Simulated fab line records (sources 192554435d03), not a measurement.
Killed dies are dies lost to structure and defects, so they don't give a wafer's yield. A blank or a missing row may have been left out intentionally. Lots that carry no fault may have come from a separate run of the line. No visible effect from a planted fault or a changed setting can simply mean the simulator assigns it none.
fab line records	flow n5-finfet
record: lots: 24	wafers: 72	last-day: 17
route steps=1938 shown BEOL_M8@1387 BEOL_M9@1415 BEOL_M10@1471
lots untouched by any fault: they come from a run of this same line in which no faults occurred
start-h: hours from the record's opening day to when the first of the lot's shown wafers began	wait-h: hours from the lot's prior step to this one	" identical to the entry in the row above	L1.1+2: a row that stands for several wafers	- no value, or no start was given	* or withheld: withheld	< > ~ a bound
route shown NAME@n: names a module that has steps shown in the file, with the first one's number in the route	usual: mean/standard deviation taken from wafers without a fault	same: alike in all rows	chamber/n: place in a boat	sites: the reading at each site	_std_site: the standard deviation of these	_edge_site: inner sites' mean taken away from outer sites' mean	radius-mm: for every site, how far away it sits from the centre of the wafer	mask NAME#n: copy n	behind: the most recent tool/chamber to have shaped the wafer	hold: reason for holding the lot/hours on hold/outcome of the hold	device: the n, p or np transistor that did not switch	end of line: tests run on the same wafers once the route is complete	for a step that has no rows: nothing shown but its recipe	killed: at the first sort, the dies lost to defects and structure; wafer yield is something else	map: dies across one wafer; x = killed, . = not, _ = none there
set.NAME: the setting as run; set.NAME@STEP: as run at that earlier step	model.NAME: the simulator's own value behind a step, which no gauge read
one table for each step of the route and one row for each wafer, over a sample of lots
services: when a tool's chamber went out of use (start-h, in hours from the record's first day, below 0 if earlier), for how many hours, and the reason
== steps ==
step: N5_BEOL_M8_DEGAS_44
recipe: ambient: vacuum	temp-c: 250	time-s: 60
usual: heater-power-w: 331/23
same: time-s: 60
lot.wafer	tool	chamber	start-h	wait-h	heater-power-w
L075.3	pvd-sputter-02	-	196.42	0.3	335
L075.4	"	-	"	"	278
L075.6	"	-	"	"	350
L074.1	pvd-sputter-03	-	202.90	0.7	345
L074.2	"	-	"	"	357
L074.4	"	-	"	"	321
L076.2	pvd-sputter-03	-	216.05	0.2	358
L076.3	"	-	"	"	346
L076.5	"	-	"	"	334
L077.4	pvd-sputter-03	-	216.63	0.2	361
L077.5	"	-	"	"	324
L077.6	"	-	"	"	318
L079.2	pvd-sputter-01	-	224.16	0.5	302
L079.3	"	-	"	"	310
L079.6	"	-	"	"	311
L078.1	pvd-sputter-01	-	229.45	0.7	308
L078.2	"	-	"	"	302
L078.6	"	-	"	"	352
L080.2	pvd-sputter-03	-	231.35	0.2	346
L080.3	"	-	"	"	327
L080.6	"	-	"	"	326
L081.2	pvd-sputter-03	-	233.65	1.4	320
L081.5	"	-	"	"	338
L081.6	"	-	"	"	354
L082.1	pvd-sputter-01	-	242.42	0.3	319
L082.3	"	-	"	"	351
L082.4	"	-	"	"	308
L083.1	pvd-sputter-02	-	246.49	0.4	345
L083.2	"	-	"	"	300
L083.4	"	-	"	"	360
L084.2	pvd-sputter-02	-	266.85	2.2	360
L084.3	"	-	"	"	344
L084.6	"	-	"	"	291
L086.2	pvd-sputter-03	-	286.23	0.3	362
L086.4	"	-	"	"	331
L086.6	"	-	"	"	320
L087.3	pvd-sputter-03	-	286.77	0.4	339
L087.5	"	-	"	"	350
L087.6	"	-	"	"	317
L085.1	pvd-sputter-02	-	288.94	1.2	355
L085.3	"	-	"	"	285
L085.4	"	-	"	"	351
L088.1	pvd-sputter-03	-	301.46	0.4	354
L088.5	"	-	"	"	315
L088.6	"	-	"	"	355
L089.3	pvd-sputter-03	-	301.64	0.2	329
L089.4	"	-	"	"	324
L089.6	"	-	"	"	326
L091.1	pvd-sputter-02	-	302.30	0.5	356
L091.2	"	-	"	"	299
L091.6	"	-	"	"	294
L090.2	pvd-sputter-03	-	302.54	0.4	319
L090.4	"	-	"	"	355
L090.5	"	-	"	"	349
L093.1	pvd-sputter-03	-	305.48	0.4	366
L093.3	"	-	"	"	320
L093.4	"	-	"	"	332
L092.1	pvd-sputter-01	-	305.53	0.4	364
L092.4	"	-	"	"	311
L092.6	"	-	"	"	348
L094.2	pvd-sputter-01	-	307.85	0.3	308
L094.3	"	-	"	"	354
L094.5	"	-	"	"	309
L095.4	pvd-sputter-02	-	334.76	1.0	364
L095.5	"	-	"	"	301
L095.6	"	-	"	"	361
L096.4	pvd-sputter-02	-	335.94	0.7	333
L096.5	"	-	"	"	345
L096.6	"	-	"	"	288
L097.1	pvd-sputter-03	-	350.72	2.3	314
L097.4	"	-	"	"	353
L097.5	"	-	"	"	359
step: N5_BEOL_M8_RS_MEAS_57
recipe: thk-meas-gauge: four-point-probe	reads: Cu_of_BEOL_M8_ECD_50+Co_of_BEOL_M8_CVD_78+TaN_of_BEOL_M8_ALD_77
usual: M8_RS: 0.285/0.013
lot.wafer	tool	chamber	start-h	wait-h	M8_RS[ohm/sq]
L075.3	film-metro-01	-	198.67	0.1	0.277
L075.4	"	-	"	"	0.293
L075.6	"	-	"	"	0.294
L074.1	film-metro-01	-	204.97	0.1	0.282
L074.2	"	-	"	"	0.288
L074.4	"	-	"	"	0.307
L076.2	film-metro-01	-	218.70	0.1	0.294
L076.3	"	-	"	"	0.274
L076.5	"	-	"	"	0.265
L077.4	film-metro-01	-	219.00	0.0	0.296
L077.5	"	-	"	"	0.278
L077.6	"	-	"	"	0.318
L079.2	film-metro-02	-	226.40	0.1	0.266
L079.3	"	-	"	"	0.294
L079.6	"	-	"	"	0.296
L078.1	film-metro-01	-	231.19	0.1	0.292
L078.2	"	-	"	"	0.278
L078.6	"	-	"	"	0.294
L080.2	film-metro-02	-	232.94	0.1	0.297
L080.3	"	-	"	"	0.302
L080.6	"	-	"	"	0.293
L081.2	film-metro-01	-	235.20	0.1	0.293
L081.5	"	-	"	"	0.313
L081.6	"	-	"	"	0.282
L082.1	film-metro-02	-	243.98	0.1	0.304
L082.3	"	-	"	"	0.269
L082.4	"	-	"	"	0.273
L083.1	film-metro-02	-	248.22	0.1	0.292
L083.2	"	-	"	"	0.289
L083.4	"	-	"	"	0.268
L084.2	film-metro-02	-	268.95	0.1	0.285
L084.3	"	-	"	"	0.295
L084.6	"	-	"	"	0.306
L086.2	film-metro-01	-	288.30	0.1	0.270
L086.4	"	-	"	"	0.277
L086.6	"	-	"	"	0.274
L087.3	film-metro-01	-	288.57	0.1	0.308
L087.5	"	-	"	"	0.308
L087.6	"	-	"	"	0.274
L085.1	film-metro-01	-	290.55	0.1	0.276
L085.3	"	-	"	"	0.272
L085.4	"	-	"	"	0.292
L088.1	film-metro-01	-	303.00	0.1	0.289
L088.5	"	-	"	"	0.293
L088.6	"	-	"	"	0.305
L089.3	film-metro-01	-	303.14	0.1	0.257
L089.4	"	-	"	"	0.282
L089.6	"	-	"	"	0.282
L091.1	film-metro-01	-	303.95	0.1	0.271
L091.2	"	-	"	"	0.281
L091.6	"	-	"	"	0.270
L090.2	film-metro-01	-	304.12	0.1	0.282
L090.4	"	-	"	"	0.279
L090.5	"	-	"	"	0.283
L093.1	film-metro-02	-	307.98	0.1	0.281
L093.3	"	-	"	"	0.289
L093.4	"	-	"	"	0.279
L092.1	film-metro-01	-	308.25	0.1	0.281
L092.4	"	-	"	"	0.266
L092.6	"	-	"	"	0.259
L094.2	film-metro-01	-	309.76	0.1	0.283
L094.3	"	-	"	"	0.270
L094.5	"	-	"	"	0.291
L095.4	film-metro-01	-	336.89	0.0	0.273
L095.5	"	-	"	"	0.283
L095.6	"	-	"	"	0.276
L096.4	film-metro-02	-	338.30	0.0	0.277
L096.5	"	-	"	"	0.266
L096.6	"	-	"	"	0.275
L097.1	film-metro-01	-	352.31	0.1	0.275
L097.4	"	-	"	"	0.284
L097.5	"	-	"	"	0.281
step: N5_BEOL_M9_OVL_MEAS_12
recipe: points-per-wafer: 44
usual: M9_OVL: -0.7/0.76
lot.wafer	tool	chamber	start-h	wait-h	M9_OVL[nm]
L075.3	overlay-02	0	200.70	0.0	0.3
L075.4	"	0	"	"	-0.3
L075.6	"	0	"	"	-0.2
L074.1	overlay-01	0	207.69	0.0	0.2
L074.2	"	0	"	"	0.1
L074.4	"	0	"	"	-0.1
L076.2	overlay-01	0	220.08	0.0	-0.4
L076.3	"	0	"	"	0.6
L076.5	"	0	"	"	-0.6
L077.4	overlay-01	0	220.77	0.0	0.1
L077.5	"	0	"	"	-0.6
L077.6	"	0	"	"	-1.0
L079.2	overlay-02	0	227.58	0.0	-0.3
L079.3	"	0	"	"	-1.4
L079.6	"	0	"	"	-1.7
L078.1	overlay-01	0	232.48	0.0	-1.5
L078.2	"	0	"	"	-1.5
L078.6	"	0	"	"	-1.9
L080.2	overlay-02	0	234.73	0.0	-0.8
L080.3	"	0	"	"	-0.6
L080.6	"	0	"	"	-0.4
L081.2	overlay-01	0	236.99	0.0	-1.4
L081.5	"	0	"	"	-0.7
L081.6	"	0	"	"	-1.8
L082.1	overlay-01	0	246.38	0.0	-0.5
L082.3	"	0	"	"	0.3
L082.4	"	0	"	"	-1.0
L083.1	overlay-02	0	250.22	0.0	-0.1
L083.2	"	0	"	"	-0.1
L083.4	"	0	"	"	0.2
L084.2	overlay-01	0	270.10	0.0	-0.4
L084.3	"	0	"	"	-1.4
L084.6	"	0	"	"	-1.4
L086.2	overlay-02	0	289.81	0.0	0.1
L086.4	"	0	"	"	0.0
L086.6	"	0	"	"	-0.5
L087.3	overlay-01	0	290.69	0.0	-0.1
L087.5	"	0	"	"	-0.3
L087.6	"	0	"	"	-0.5
L085.1	overlay-01	0	292.27	0.0	-1.6
L085.3	"	0	"	"	-1.8
L085.4	"	0	"	"	-0.6
L088.1	overlay-01	0	305.23	0.0	0.0
L088.5	"	0	"	"	0.8
L088.6	"	0	"	"	0.3
L089.3	overlay-01	0	305.39	0.0	0.6
L089.4	"	0	"	"	0.6
L089.6	"	0	"	"	-0.6
L091.1	overlay-02	0	305.73	0.0	0.2
L091.2	"	0	"	"	-0.7
L091.6	"	0	"	"	-1.1
L090.2	overlay-01	0	305.89	0.0	-0.8
L090.4	"	0	"	"	-1.2
L090.5	"	0	"	"	-1.3
L093.1	overlay-02	0	311.67	0.0	-0.8
L093.3	"	0	"	"	0.2
L093.4	"	0	"	"	0.0
L092.1	overlay-01	0	311.83	0.0	-0.5
L092.4	"	0	"	"	-1.2
L092.6	"	0	"	"	-0.9
L094.2	overlay-01	0	312.12	0.0	-0.7
L094.3	"	0	"	"	0.3
L094.5	"	0	"	"	-0.8
L095.4	overlay-02	0	341.89	0.0	-0.6
L095.5	"	0	"	"	-1.1
L095.6	"	0	"	"	-1.3
L096.4	overlay-01	0	342.28	0.0	0.6
L096.5	"	0	"	"	-0.6
L096.6	"	0	"	"	-0.7
L097.1	overlay-02	0	355.08	0.0	-1.8
L097.4	"	0	"	"	-2.5
L097.5	"	0	"	"	-1.7
step: N5_BEOL_M9_STRIP_19
recipe: chemistry: O2	power-w: 400	temp-c: 40	pressure-mtorr: 30	rf-frequency-hz: 6e+07	bias-power-w: 0	overash-fraction: 0.2	o2-flow-sccm: 225
usual: drypump-motor-current-A: 5.5/0.31	oes-product-au: 0.81/0.1	rf-vpp-V: 3.6/0.59	showerhead-plenum-p-Torr: 2.11/0.051	throttle-valve-pct: 16.73/0.27
lot.wafer	tool	chamber	start-h	wait-h	drypump-motor-current-A	oes-product-au	rf-hours-counter-h	rf-vpp-V	showerhead-plenum-p-Torr	throttle-valve-pct
L075.3	rie-diel-01	2	201.14	0.1	5.8	0.72	216	3.3	2.05	16.96
L075.4	"	1	"	"	5.5	0.74	165	3.8	2.16	16.72
L075.6	"	3	"	"	5.2	0.67	-	3.4	2.08	17.02
L074.1	rie-diel-06	3	208.13	0.1	4.9	0.70	228	3.6	1.98	17.23
L074.2	"	2	"	"	5.0	0.86	68	2.0	2.16	16.73
L074.4	"	0	"	"	5.3	0.75	165	3.1	2.21	16.73
L076.2	rie-diel-02	1	220.52	0.1	5.9	0.70	223	4.5	2.10	16.74
L076.3	"	2	"	"	5.6	1.00	2	3.1	2.11	16.08
L076.5	"	2	"	"	5.6	1.00	-	2.9	2.11	16.09
L077.4	rie-diel-06	2	221.22	0.1	5.0	0.87	72	2.6	2.15	16.77
L077.5	"	2	"	"	5.0	0.86	-	4.9	2.15	16.76
L077.6	"	1	"	"	5.9	0.70	-	3.4	2.18	17.04
L079.2	rie-diel-01	0	228.11	0.1	5.2	0.86	50	3.4	2.13	16.88
L079.3	"	3	"	"	5.2	0.69	240	3.9	2.07	17.04
L079.6	"	1	"	"	5.5	0.74	-	3.7	2.16	16.73
L078.1	rie-diel-01	1	233.08	0.1	5.5	0.73	175	3.6	2.16	16.71
L078.2	"	0	"	"	5.3	0.85	52	3.7	2.13	16.90
L078.6	"	1	"	"	5.5	0.72	-	4.0	2.16	16.73
L080.2	rie-diel-06	3	235.18	0.1	4.9	0.69	236	3.3	1.98	17.25
L080.3	"	1	"	"	5.9	0.70	231	3.6	2.17	17.05
L080.6	"	3	"	"	4.9	0.68	-	4.2	1.98	17.24
L081.2	rie-diel-06	3	237.44	0.1	4.9	0.69	237	4.0	1.98	17.24
L081.5	"	1	"	"	6.0	0.69	-	3.0	2.17	17.08
L081.6	"	2	"	"	5.0	0.84	-	3.3	2.15	16.74
L082.1	rie-diel-06	3	246.82	0.1	4.9	0.69	240	3.8	1.98	17.27
L082.3	"	0	"	"	5.3	0.73	177	4.0	2.20	16.74
L082.4	"	1	"	"	6.0	0.69	235	2.6	2.17	17.05
L083.1	rie-diel-02	1	250.66	0.1	5.9	0.70	234	3.5	2.10	16.75
L083.2	"	0	"	"	5.8	0.84	65	3.3	2.14	16.67
L083.4	"	1	"	"	5.9	0.68	-	3.7	2.10	16.77
L084.2	rie-diel-02	1	270.54	0.1	5.9	0.70	240	3.4	2.10	16.78
L084.3	"	0	"	"	5.8	0.85	71	2.6	2.14	16.70
L084.6	"	0	"	"	5.8	0.84	-	3.1	2.14	16.71
L086.2	rie-diel-02	1	290.27	0.1	5.9	0.68	245	3.8	2.10	16.78
L086.4	"	3	"	"	5.7	0.97	4	3.7	2.06	16.62
L086.6	"	1	"	"	5.9	0.69	-	4.7	2.10	16.78
L087.3	rie-diel-06	0	291.28	0.1	5.3	0.72	192	3.4	2.20	16.77
L087.5	"	1	"	"	5.9	0.68	-	4.8	2.17	17.09
L087.6	"	2	"	"	5.1	0.84	-	3.9	2.15	16.79
L085.1	rie-diel-02	1	292.71	0.1	5.9	0.69	246	3.5	2.10	16.78
L085.3	"	2	"	"	5.6	0.92	26	2.5	2.11	16.15
L085.4	"	0	"	"	5.8	0.84	77	4.2	2.14	16.70
L088.1	rie-diel-02	0	305.74	0.1	5.8	0.82	81	3.4	2.14	16.72
L088.5	"	2	"	"	5.7	0.92	-	3.3	2.10	16.17
L088.6	"	0	"	"	5.8	0.82	-	4.9	2.14	16.71
L089.3	rie-diel-01	1	305.83	0.1	5.5	0.70	202	4.5	2.15	16.77
L089.4	"	1	"	"	5.5	0.70	-	2.9	2.15	16.76
L089.6	"	0	"	"	5.3	0.85	-	4.2	2.13	16.91
L091.1	rie-diel-01	0	306.17	0.1	5.3	0.84	66	2.7	2.13	16.94
L091.2	"	3	"	"	5.2	0.93	4	3.9	2.07	16.61
L091.6	"	0	"	"	5.3	0.83	-	3.9	2.13	16.94
L090.2	rie-diel-01	3	306.42	0.1	5.2	0.95	4	4.1	2.07	16.62
L090.4	"	0	"	"	5.3	0.85	-	3.2	2.13	16.93
L090.5	"	3	"	"	5.2	0.94	-	3.5	2.07	16.63
L093.1	rie-diel-01	0	312.25	0.1	5.3	0.84	69	3.7	2.13	16.92
L093.3	"	3	"	"	5.2	0.93	6	4.1	2.07	16.64
L093.4	"	1	"	"	5.5	0.70	-	2.6	2.15	16.78
L092.1	rie-diel-02	2	312.30	0.1	5.6	0.90	33	3.7	2.10	16.17
L092.4	"	2	"	"	5.6	0.90	-	3.0	2.10	16.17
L092.6	"	3	"	"	5.8	0.94	-	3.9	2.06	16.63
L094.2	rie-diel-01	3	312.56	0.1	5.2	0.93	7	3.5	2.07	16.64
L094.3	"	0	"	"	5.3	0.83	69	3.7	2.13	16.92
L094.5	"	3	"	"	5.2	0.93	-	3.0	2.07	16.63
L095.4	rie-diel-02	1	342.78	0.1	5.9	0.93	6	3.7	2.09	16.32
L095.5	"	1	"	"	5.9	0.93	-	3.8	2.09	16.34
L095.6	"	0	"	"	5.9	0.81	-	5.0	2.13	16.74
L096.4	rie-diel-01	3	342.95	0.1	5.2	0.90	16	4.0	2.06	16.65
L096.5	"	2	"	"	5.9	0.97	-	4.1	2.04	16.61
L096.6	"	3	"	"	5.2	0.90	-	3.9	2.06	16.63
L097.1	rie-diel-02	1	356.00	0.3	5.9	0.92	11	3.5	2.09	16.34
L097.4	"	2	"	"	5.6	0.88	49	3.4	2.10	16.19
L097.5	"	0	"	"	5.8	0.81	-	4.2	2.13	16.77
step: N5_BEOL_M10_CURE_71
recipe: temp-c: 385	time-s: 240	ambient: He/Ar	material: SiCOH_lowk
usual: lamp-power-pct: 52.31/0.054	wafer_temp_C_max: 387.2/0.86
same: time-s: 240
lot.wafer	tool	chamber	start-h	wait-h	lamp-power-pct	wafer_temp_C_max
L075.3	uv-cure-03	2	205.85	0.2	52.27	387.3
L075.4	"	2	"	"	52.42	387.8
L075.6	"	2	"	"	52.36	388.2
L074.1	uv-cure-03	2	211.92	0.1	52.27	389.4
L074.2	"	2	"	"	52.31	387.8
L074.4	"	2	"	"	52.36	388.7
L076.2	uv-cure-01	0	227.19	0.2	52.43	386.7
L076.3	"	0	"	"	52.35	386.7
L076.5	"	0	"	"	52.28	386.8
L077.4	uv-cure-03	0	227.33	0.3	52.29	387.5
L077.5	"	0	"	"	52.24	386.7
L077.6	"	0	"	"	52.34	386.7
L079.2	uv-cure-03	1	231.61	0.1	52.23	388.5
L079.3	"	1	"	"	52.29	389.1
L079.6	"	1	"	"	52.30	388.7
L078.1	uv-cure-02	1	237.09	0.0	52.29	387.0
L078.2	"	1	"	"	52.27	386.9
L078.6	"	1	"	"	52.28	387.4
L080.2	uv-cure-03	1	240.60	0.1	52.29	389.1
L080.3	"	1	"	"	52.25	388.4
L080.6	"	1	"	"	52.37	388.3
L081.2	uv-cure-03	1	241.68	0.1	52.31	387.9
L081.5	"	1	"	"	52.26	388.7
L081.6	"	1	"	"	52.30	388.9
L082.1	uv-cure-02	1	252.54	0.0	52.33	387.4
L082.3	"	1	"	"	52.26	386.7
L082.4	"	1	"	"	52.35	386.9
L083.1	uv-cure-01	2	257.03	0.1	52.25	387.6
L083.2	"	2	"	"	52.28	386.7
L083.4	"	2	"	"	52.34	386.8
L084.2	uv-cure-01	0	274.55	0.1	52.35	386.9
L084.3	"	0	"	"	52.36	387.2
L084.6	"	0	"	"	52.17	386.8
L086.2	uv-cure-03	2	294.36	0.2	52.32	387.1
L086.4	"	2	"	"	52.32	387.6
L086.6	"	2	"	"	52.37	388.4
L087.3	uv-cure-02	1	294.90	0.3	52.33	386.1
L087.5	"	1	"	"	52.28	386.7
L087.6	"	1	"	"	52.34	386.7
L085.1	uv-cure-03	0	296.13	0.0	52.26	386.4
L085.3	"	0	"	"	52.30	386.8
L085.4	"	0	"	"	52.30	386.5
L088.1	uv-cure-02	2	309.38	0.0	52.33	387.2
L088.5	"	2	"	"	52.24	387.0
L088.6	"	2	"	"	52.38	386.9
L089.3	uv-cure-03	2	309.81	0.2	52.30	388.3
L089.4	"	2	"	"	52.31	386.8
L089.6	"	2	"	"	52.35	388.5
L091.1	uv-cure-02	2	311.86	0.0	52.31	387.0
L091.2	"	2	"	"	52.34	386.2
L091.6	"	2	"	"	52.29	386.2
L090.2	uv-cure-03	0	312.32	0.2	52.32	386.6
L090.4	"	0	"	"	52.42	386.6
L090.5	"	0	"	"	52.22	386.3
L092.1	uv-cure-02	1	317.50	0.0	52.31	386.7
L092.4	"	1	"	"	52.28	387.3
L092.6	"	1	"	"	52.28	387.2
L093.1	uv-cure-03	2	317.96	0.2	52.29	389.1
L093.3	"	2	"	"	52.37	387.6
L093.4	"	2	"	"	52.33	388.1
L094.2	uv-cure-03	0	318.52	0.1	52.35	386.9
L094.3	"	0	"	"	52.26	386.6
L094.5	"	0	"	"	52.40	386.7
L095.4	uv-cure-01	1	347.66	0.5	52.32	386.6
L095.5	"	1	"	"	52.37	387.1
L095.6	"	1	"	"	52.36	387.3
L096.4	uv-cure-03	2	348.45	0.7	52.30	387.8
L096.5	"	2	"	"	52.39	387.9
L096.6	"	2	"	"	52.18	388.1
L097.1	uv-cure-01	2	361.09	0.1	52.22	386.5
L097.4	"	2	"	"	52.30	386.5
L097.5	"	2	"	"	52.37	386.7
step: N5_BEOL_M10_HM_DEP_02
recipe: material: TiN	target-thk-a: 200	temp-c: 25	chamber-pressure-pa: 0.49996
usual: throttle-valve-pct: 29.9/0.91
lot.wafer	tool	chamber	start-h	wait-h	throttle-valve-pct
L075.3	pvd-sputter-03	-	207.35	1.1	31.5
L075.4	"	-	"	"	30.3
L075.6	"	-	"	"	31.7
L074.1	pvd-sputter-01	-	215.43	2.5	28.4
L074.2	"	-	"	"	28.9
L074.4	"	-	"	"	30.2
L077.4	pvd-sputter-02	-	227.70	0.0	29.9
L077.5	"	-	"	"	30.0
L077.6	"	-	"	"	31.0
L076.2	pvd-sputter-01	-	228.21	0.5	29.3
L076.3	"	-	"	"	30.1
L076.5	"	-	"	"	29.0
L079.2	pvd-sputter-01	-	233.74	1.6	29.8
L079.3	"	-	"	"	27.9
L079.6	"	-	"	"	29.1
L078.1	pvd-sputter-02	-	239.15	1.5	29.4
L078.2	"	-	"	"	29.3
L078.6	"	-	"	"	29.4
L080.2	pvd-sputter-01	-	242.32	1.2	29.3
L080.3	"	-	"	"	30.4
L080.6	"	-	"	"	29.2
L081.2	pvd-sputter-01	-	242.62	0.5	30.0
L081.5	"	-	"	"	28.2
L081.6	"	-	"	"	30.4
L082.1	pvd-sputter-03	-	254.99	1.9	30.3
L082.3	"	-	"	"	29.3
L082.4	"	-	"	"	31.6
L083.1	pvd-sputter-03	-	260.93	3.3	30.3
L083.2	"	-	"	"	31.8
L083.4	"	-	"	"	29.2
L084.2	pvd-sputter-01	-	275.41	0.4	30.1
L084.3	"	-	"	"	28.0
L084.6	"	-	"	"	28.3
L086.2	pvd-sputter-02	-	295.12	0.3	30.1
L086.4	"	-	"	"	29.6
L086.6	"	-	"	"	29.5
L087.3	pvd-sputter-02	-	296.26	1.0	30.0
L087.5	"	-	"	"	29.4
L087.6	"	-	"	"	29.5
L085.1	pvd-sputter-01	-	297.05	0.3	30.3
L085.3	"	-	"	"	30.2
L085.4	"	-	"	"	29.2
L088.1	pvd-sputter-03	-	311.50	1.5	30.4
L088.5	"	-	"	"	31.5
L088.6	"	-	"	"	29.1
L089.3	pvd-sputter-03	-	311.70	1.5	29.3
L089.4	"	-	"	"	31.8
L089.6	"	-	"	"	31.7
L091.1	pvd-sputter-01	-	312.46	0.0	30.0
L091.2	"	-	"	"	30.4
L091.6	"	-	"	"	30.2
L090.2	pvd-sputter-01	-	315.14	1.9	29.0
L090.4	"	-	"	"	30.4
L090.5	"	-	"	"	28.2
L092.1	pvd-sputter-03	-	318.29	0.2	29.4
L092.4	"	-	"	"	31.5
L092.6	"	-	"	"	29.3
L093.1	pvd-sputter-03	-	318.65	0.1	29.7
L093.3	"	-	"	"	31.7
L093.4	"	-	"	"	30.5
L094.2	pvd-sputter-01	-	321.03	2.0	28.0
L094.3	"	-	"	"	30.1
L094.5	"	-	"	"	29.3
L095.4	pvd-sputter-02	-	348.65	0.4	31.0
L095.5	"	-	"	"	30.3
L095.6	"	-	"	"	30.9
L096.4	pvd-sputter-03	-	351.14	2.3	29.8
L096.5	"	-	"	"	31.6
L096.6	"	-	"	"	29.4
L097.1	pvd-sputter-02	-	364.53	2.4	30.1
L097.4	"	-	"	"	29.4
L097.5	"	-	"	"	30.2
== services ==
tool	chamber	start-h	hours	kind
rie-diel-02	1	178.83	7.1	repair
pvd-sputter-03	-	186.93	2.6	repair
uv-cure-01	-	187.22	2.1	pm
rie-diel-02	2	196.07	-	clean
rie-diel-02	2	196.07	-	consumable-replace:focus-ring
rie-diel-01	2	220.13	3.2	repair
uv-cure-02	-	220.88	7.5	pm
uv-cure-03	-	221.77	2.8	pm
uv-cure-03	-	225.99	0.6	repair
uv-cure-02	-	228.57	1.0	pm
rie-diel-02	3	236.85	-	clean
uv-cure-03	-	242.40	13.2	repair
rie-diel-02	3	266.56	10.3	repair
uv-cure-01	-	270.59	1.0	pm
uv-cure-01	-	282.47	1.0	repair
pvd-sputter-01	-	301.73	2.1	repair
pvd-sputter-01	-	310.66	1.0	repair
rie-diel-02	3	320.24	22.2	repair
pvd-sputter-01	-	328.15	1.8	repair
uv-cure-02	-	342.30	1.1	repair
uv-cure-02	-	346.20	2.1	pm
rie-diel-01	0	350.91	2.9	repair
rie-diel-06	2	352.76	1.7	repair
rie-diel-02	1	356.52	10.3	repair
== key ==
fault none
